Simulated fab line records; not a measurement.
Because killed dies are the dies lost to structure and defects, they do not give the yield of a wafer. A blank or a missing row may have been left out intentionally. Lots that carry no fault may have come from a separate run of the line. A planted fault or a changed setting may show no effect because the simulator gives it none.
Chamber matching	flow n5 finfet	N5_BEOL_M14_TRENCH_ETCH_34 on rie diel-03: 4 sister chambers
The step etches SiO2 in C4F8/O2/Ar, target depth 556.65 nm, time 126.9 s. 14 wafers are shown with their chamber, then 7 later ones without.

WAFERS WITH THEIR CHAMBER
wafer	chamber	rf vpp V (V)	throttle valve pct (%)	drypump motor current A (A)
L074.2	2	2252	30.19	5.7
L074.5	2	2252	30.17	5.6
L074.6	1	2112	30.90	5.1
L077.1	2	2254	30.18	5.6
L077.4	3	2190	30.73	5.4
L077.5	1	2111	30.88	5.1
L082.1	0	2155	31.06	6.4
L082.4	1	2111	30.92	5.1
L082.5	3	2191	30.73	5.4
L083.1	2	2252	30.21	5.7
L083.4	1	2112	30.90	5.1
L083.5	2	2250	30.20	5.6
L085.3	2	2253	30.20	5.7
L085.4	1	2110	30.89	5.1

SIGNATURES, as means of the wafers listed above
reading	chamber 0	chamber 1	chamber 2	chamber 3	scatter within a chamber
rf vpp V	2155.00	2111.20	2252.17	2190.50	1.1
throttle valve pct	31.0600	30.8980	30.1917	30.7300	0.014
drypump motor current A	6.400	5.100	5.650	5.400	0.0387
Rule: distance of a wafer from a chamber = root of the sum over the readings of ((wafer's reading minus chamber's mean) / reading's scatter) squared. The wafer belongs to the nearest chamber; if the next one is less than 2 further off, it can't be placed. How the scatter is found: for the shown wafers, subtract from each reading the mean of its chamber, square and add these, divide the total by (wafers less chambers), then take the root.

WAFERS WHOSE CHAMBER IS MISSING
wafer	rf vpp V (V)	throttle valve pct (%)	drypump motor current A (A)
L085.5	2251	30.21	5.6
L089.2	2111	30.90	5.1
L089.4	2250	30.21	5.6
L089.6	2251	30.21	5.6
L091.1	2250	30.21	5.7
L091.3	2110	30.92	5.1
L091.6	2111	30.92	5.2

THE CHAMBER EACH PASSED THROUGH
wafer	from the rows above	in truth
L085.5	2	2
L089.2	1	1
L089.4	2	2
L089.6	2	2
L091.1	2	2
L091.3	1	1
L091.6	1	1
Correct placement for 7 of the 7. Left unplaced by these rows: 0. Wrongly placed: 0.
